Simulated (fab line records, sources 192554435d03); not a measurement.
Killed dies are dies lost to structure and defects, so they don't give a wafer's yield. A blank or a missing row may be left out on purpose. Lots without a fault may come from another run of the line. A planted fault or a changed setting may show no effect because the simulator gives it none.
Chamber matching | flow n5_finfet | N5_BEOL_M1_DESCUM_33 on rie_diel-02: 4 sister chambers
The step chemistry O2, time 7 s. 4 wafers are shown with their chamber, then 7 later ones without.

WAFERS WITH THEIR CHAMBER
wafer  | chamber | throttle_valve_pct (%)
L074.3 | 3       | 20.66
L087.1 | 1       | 20.09
L090.1 | 2       | 20.25
L090.4 | 0       | 20.30

WAFERS WITHOUT THEIR CHAMBER
wafer  | throttle_valve_pct (%)
L090.6 | 20.39
L091.4 | 20.39
L091.5 | 20.11
L091.6 | 20.25
L094.4 | 20.32
L094.5 | 20.27
L094.6 | 20.11

WHICH CHAMBER EACH WENT THROUGH
wafer  | from the rows above     | in truth
L090.6 | can't be placed: 0 or 2 | 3
L091.4 | can't be placed: 0 or 2 | 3
L091.5 | 1                       | 1
L091.6 | can't be placed: 2 or 0 | 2
L094.4 | can't be placed: 0 or 2 | 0
L094.5 | can't be placed: 2 or 0 | 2
L094.6 | 1                       | 1
Placed correctly: 2 of 7. Can't be placed from these rows: 5 (the true chamber is among the candidates in 3). Placed wrongly: 0.
How it was worked out, from the rows above alone: a wafer's distance from a chamber is the root of the sum, over the readings, of the square of ((its reading less the chamber's mean) divided by the reading's scatter). The wafer belongs to the nearest chamber; if the next one is less than 2 further off, it can't be placed. A chamber's mean is the mean of its shown wafers. The scatter: with one shown wafer a chamber, the root of the mean of the squares of how far each hidden wafer lies from its nearest shown one.
